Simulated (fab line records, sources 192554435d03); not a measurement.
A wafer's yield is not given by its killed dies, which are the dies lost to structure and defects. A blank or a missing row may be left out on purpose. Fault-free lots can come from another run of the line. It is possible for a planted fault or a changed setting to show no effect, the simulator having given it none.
Chamber matching | flow n5_finfet | N5_MOL_CONTACT_COAG_DESCUM_13 on rie_diel-03 has 3 sister chambers
The step chemistry O2, time 7 s. 3 wafers are shown with their chamber, then 8 later ones without.

## WAFERS, EACH WITH ITS CHAMBER
wafer  | chamber | showerhead_plenum_p_Torr (Torr)
L085.6 | 0       | 2.16
L088.3 | 3       | 2.12
L088.5 | 1       | 1.97

## WAFERS WITHOUT THEIR CHAMBER
wafer  | showerhead_plenum_p_Torr (Torr)
L091.2 | 2.12
L091.4 | 2.16
L091.6 | 1.97
L092.2 | 1.97
L092.5 | 1.97
L092.6 | 2.16
L096.1 | 2.15
L096.2 | 2.11

## THE CHAMBER EACH PASSED THROUGH
wafer  | from the rows above | in truth
L091.2 | 3                   | 3
L091.4 | 0                   | 0
L091.6 | 1                   | 1
L092.2 | 1                   | 1
L092.5 | 1                   | 1
L092.6 | 0                   | 0
L096.1 | 0                   | 0
L096.2 | 3                   | 3
Correct placement for 8 of the 8. Number that these rows cannot place: 0. Placed wrongly: 0.
How it was worked out, from the rows above alone: a wafer's distance from a chamber is the root of the sum, over the readings, of the square of ((its reading less the chamber's mean) divided by the reading's scatter). If the next closest chamber is less than 2 further off than the closest, the wafer can't be placed; otherwise it belongs to the closest. For every chamber, the mean is computed from those of its wafers that are shown. The scatter (one wafer shown for each chamber): square how far every hidden wafer sits from the nearest shown wafer, average those squares and take the square root.
